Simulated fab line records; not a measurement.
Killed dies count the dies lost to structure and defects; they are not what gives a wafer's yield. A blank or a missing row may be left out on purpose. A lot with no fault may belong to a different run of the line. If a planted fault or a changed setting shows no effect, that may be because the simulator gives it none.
Problem report in the 8D (eight disciplines) form, filled by code | flow n5-finfet | the parts of the form that need people (team, actions taken, sign-off) are left out

== 1. PROBLEM STATEMENT ==
N5_FIN_CUT_INSPECT_17, raw-defect-count: mean 636 over 1 wafer from 1 lot; wafers with no fault: 247, standard deviation 75. Measured from the usual mean, that is +5.2 standard deviations.
The step: inspects for defects (brightfield).
The first sign was on wafer L908.6 at day 5 15:22, on defect-inspect-01. The record holds 28 wafers of 10 lots with a number at this step. The rule behind "out" and "out of limits": a value lying over 4 standard deviations away from the usual mean. The other wafers with a number count as sound.

== 2. WHAT IT IS; WHAT IT IS NOT ==
question                    | is                     | is not
which readings at this step | raw-defect-count       | -
which lots                  | L908                   | L900, L903, L904, L905, L911, L913, L915, L916, L917
which wafers of those lots  | all that have a number | -
read on which gauges        | defect-inspect-01      | defect-inspect-02
when                        | from day 5 15:22       | up to then (12 sound wafers); but 15 sound wafers of L911, L913, L915, L916, L917 came after

== 3. SUSPECTS, AND WHAT RULES EACH OUT ==
Counting: a tool at a process step up to the reading stays a suspect if it ran every lot that is out and no sound lot after the first of them.
- the gauge at N5_FIN_CUT_INSPECT_17: kept. All the wafers that are out were read on defect-inspect-01, and no step on other tools shows them out.
- rie-diel-02 at N5_FIN_CUT_ETCH_20 (etches SiARC in CF4, target depth 26 nm, time 43.3 s): kept. It ran the lot that is out, L908 (day 5 14:31), and no sound lot after that; its last sound lot up to then is L904 (day 4 16:10).
- rie-diel-02 at N5_FIN_CUT_STRIP_24 (strips in CF4): kept. It ran the lot that is out, L908 (day 5 14:52), and no sound lot after that; its last sound lot up to then is L904 (day 4 16:32).
- rie-diel-02 at N5_FIN_CUT_STRIP_22 (strips in N2/H2): ruled out as a lasting fault. The sound lots L917 went through it after L908, its earliest lot that is out (day 5 15:13).
Still standing after the count: rie-diel-02 at N5_FIN_CUT_ETCH_20, rie-diel-02 at N5_FIN_CUT_STRIP_24, defect-inspect-01 at N5_FIN_CUT_INSPECT_17.

== 4. THE CAUSE (what the simulator had put in) ==
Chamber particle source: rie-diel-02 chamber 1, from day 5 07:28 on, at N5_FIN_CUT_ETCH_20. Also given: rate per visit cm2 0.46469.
3 suspects survive the count, and this tool is in that group.

== 5. SEQUENCE OF EFFECTS, ordered by route ==
Rows list readings where the struck wafers' mean (over those with a number) sits beyond 3 standard deviations from the usual. Only readings for which the record gives a usual standard deviation are gone through. hours: the time from each lot's start at the first step in this table that gives one to its start at this step, as a median over the lots. sigmas: the change in usual standard deviations.
hours | step                  | reading          | usual | on struck wafers | change | sigmas
0     | N5_FIN_CUT_INSPECT_17 | raw-defect-count | 247   | 636              | +389   | +5.2

== 6. WHAT WOULD HAVE CAUGHT IT SOONER ==
8 hours passed between the start of the fault at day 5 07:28 and the first reading out of limits at a measuring or inspecting step in this record, taken at day 5 15:22.
An alarm limit of 4 standard deviations would not have fired on the tool readings at N5_FIN_CUT_ETCH_20 for which the record gives a usual standard deviation, since none of them was out on any struck wafer.
Lots out: 1; all had begun N5_FIN_CUT_ETCH_20 on rie-diel-02 by day 5 15:22. A hold on the tool at that time would have spared none of them.
